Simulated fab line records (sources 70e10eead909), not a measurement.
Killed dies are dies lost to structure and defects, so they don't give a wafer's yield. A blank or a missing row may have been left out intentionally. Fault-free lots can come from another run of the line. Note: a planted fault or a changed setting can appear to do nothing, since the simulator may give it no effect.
Comparing a struck lot with a sound one -- flow nand_harc -- 13 steps out of a route of 1302
Sound: wafers L407.2, L407.4, L407.6. Wafers struck: L396.2, L396.4, L396.6. Last of all comes the cause.
At each step with rows: each side's tool, then ch and its chambers, then its first start. Under that, the readings that differ: sound wafers -- struck wafers -- difference of the means -- sigmas: that difference in standard deviations of wafers without a fault.
alike: a reading whose means differ by less than 2 such deviations, as well as words and numbers matching on both sides. not compared: withheld readings; readings where some wafer has no value; bounds like >300 that might hide an equal value; numbers whose values overlap and for which the record gives no deviation.
A row with sigmas, a row that says differs or no value, or rows on one side alone: a step with any of these is where the two part. Numbers that have no deviation but don't overlap get no sigmas and don't part them. A reading that every wafer of one side lacks parts them only if that side has two wafers or more.

NHARC_A_STAIRCASE_DEP_417: deposits Si3N4, target thk 60 nm.
  sound on pecvd-03 ch 0,2, day 24 19:32; struck on pecvd-01 ch 0,2, day 19 18:07
  alike: heater_power_outer_w, heater_power_w
then, 3 steps without rows for these wafers: NHARC_A_STAIRCASE_WET_418 (chemistry H3PO4, target depth 20 nm); NHARC_A_STAIRCASE_PRECLEAN_419 (cleans in SC1); NHARC_A_STAIRCASE_SRD_421.
NHARC_A_STAIRCASE_ALD_420: deposits SiO2, target thk 20 nm, pulse time 6 s, ald cycles 200.
  sound on ald_hk-01 ch 2,3, day 24 22:09; struck on ald_hk-01 ch 0,2, day 19 20:34
  alike: heater_power_w, precursor_pulse_height_rel
then, 1 step without rows for these wafers: NHARC_A_STAIRCASE_CVD_552 (deposits SiNx, target thk 40 nm).
NHARC_A_STAIRCASE_DEP_151: deposits SiO2, target thk 7200 nm.
  sound on pecvd-01 ch 0,1, day 25 06:23; struck on pecvd-02 ch 1,2, day 20 04:38
  alike: heater_power_outer_w, heater_power_w
then, 1 step without rows for these wafers: NHARC_A_STAIRCASE_ANNEAL_320 (time 1800 s).
NHARC_A_STAIRCASE_DEP_322: deposits SiO2, target thk 7200 nm.
  sound on pecvd-01 ch 0,2, day 25 15:05; struck on pecvd-02 ch 1,2, day 20 14:13
  alike: heater_power_outer_w, heater_power_w
then, 1 step without rows for these wafers: NHARC_A_STAIRCASE_ANNEAL_323 (time 1800 s).
NHARC_A_STAIRCASE_DEP_325: deposits SiO2, target thk 7200 nm.
  sound on pecvd-01 ch 0,2, day 25 20:16; struck on pecvd-02 ch 0,2, day 20 22:02
  no value came back on the struck wafers for heater_power_outer_w (W), heater_power_w (W); on the sound wafers heater_power_outer_w (W) reads 337 327 321
then, 1 step without rows for these wafers: NHARC_A_STAIRCASE_ANNEAL_326 (time 1800 s).
-- record jumps: 6 days between struck wafers' starts before vs after; left off in module A_STAIRCASE, resumes in module END, first step shown is number 1302 of the route --
NHARC_END_SORT_01:
  sound on prober-01 ch 0, day 31 12:22; struck on prober-01 ch 0, day 26 23:32
reading,sound,struck,difference,sigmas
killed_at_array,42 39 41,671 673 667,+630,+52
killed_dies,43 43 50,677 677 677,+632,+49
  alike: killed_at_other, killed_at_periphery, killed_open, killed_short

WHERE THEY PART
First at NHARC_A_STAIRCASE_DEP_325; last, within this record, at NHARC_END_SORT_01.

WHY: what the simulator had put in
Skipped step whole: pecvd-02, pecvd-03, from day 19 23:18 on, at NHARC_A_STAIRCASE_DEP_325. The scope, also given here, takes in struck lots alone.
